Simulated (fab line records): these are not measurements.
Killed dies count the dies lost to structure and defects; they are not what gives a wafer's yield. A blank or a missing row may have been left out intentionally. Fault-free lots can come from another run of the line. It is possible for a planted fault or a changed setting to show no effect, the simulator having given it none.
Matching of chambers / flow nand_harc / 4 sister chambers for NHARC_A_BONDPAD_STRIP_15 on rie_diel-06
The step strips in O2. 7 wafers are shown with their chamber, then 9 later ones without.

WAFERS WITH THEIR CHAMBER
wafer=L412.5; chamber=1; oes_product_au (a.u.)=0.988; chamber_pressure_mTorr (mTorr)=59.92
wafer=L419.5; chamber=3; oes_product_au (a.u.)=0.979; chamber_pressure_mTorr (mTorr)=59.97
wafer=L428.1; chamber=0; oes_product_au (a.u.)=0.979; chamber_pressure_mTorr (mTorr)=59.93
wafer=L428.6; chamber=2; oes_product_au (a.u.)=0.996; chamber_pressure_mTorr (mTorr)=59.98
wafer=L429.1; chamber=0; oes_product_au (a.u.)=0.989; chamber_pressure_mTorr (mTorr)=60.04
wafer=L429.3; chamber=3; oes_product_au (a.u.)=0.976; chamber_pressure_mTorr (mTorr)=60.01
wafer=L429.5; chamber=2; oes_product_au (a.u.)=1.012; chamber_pressure_mTorr (mTorr)=59.98

WAFERS MISSING THEIR CHAMBER
wafer=L433.1; oes_product_au (a.u.)=0.995; chamber_pressure_mTorr (mTorr)=59.96
wafer=L433.3; oes_product_au (a.u.)=1.015; chamber_pressure_mTorr (mTorr)=59.98
wafer=L433.4; oes_product_au (a.u.)=1.015; chamber_pressure_mTorr (mTorr)=60.00
wafer=L431.2; oes_product_au (a.u.)=1.013; chamber_pressure_mTorr (mTorr)=59.97
wafer=L431.3; oes_product_au (a.u.)=1.002; chamber_pressure_mTorr (mTorr)=60.03
wafer=L431.4; oes_product_au (a.u.)=0.983; chamber_pressure_mTorr (mTorr)=60.01
wafer=L434.3; oes_product_au (a.u.)=1.004; chamber_pressure_mTorr (mTorr)=60.02
wafer=L434.4; oes_product_au (a.u.)=1.004; chamber_pressure_mTorr (mTorr)=60.01
wafer=L434.6; oes_product_au (a.u.)=0.973; chamber_pressure_mTorr (mTorr)=59.98

WHICH CHAMBER EACH WENT THROUGH
wafer=L433.1; from the rows above=can't be placed: 1 or 2 or 0 or 3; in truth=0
wafer=L433.3; from the rows above=2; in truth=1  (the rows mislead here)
wafer=L433.4; from the rows above=2; in truth=2
wafer=L431.2; from the rows above=2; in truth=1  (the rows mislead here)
wafer=L431.3; from the rows above=can't be placed: 2 or 0 or 1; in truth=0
wafer=L431.4; from the rows above=can't be placed: 0 or 3 or 1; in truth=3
wafer=L434.3; from the rows above=can't be placed: 2 or 0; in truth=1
wafer=L434.4; from the rows above=can't be placed: 2 or 0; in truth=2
wafer=L434.6; from the rows above=can't be placed: 3 or 0 or 1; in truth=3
Correctly placed: 1 of 9. Unplaceable from these rows: 6, with the true chamber sitting among the candidates in 5. Wrongly placed: 2.
How it was worked out, from the rows above alone: a wafer's distance from a chamber is the root of the sum, over the readings, of the square of ((its reading less the chamber's mean) divided by the reading's scatter). The wafer belongs to the nearest chamber; if the next one is less than 2 further off, it can't be placed. A chamber's mean is the mean of its shown wafers. The scatter: take each reading less its chamber's mean, square it, sum over the shown wafers, divide by the number of wafers less the number of chambers, and take the root.
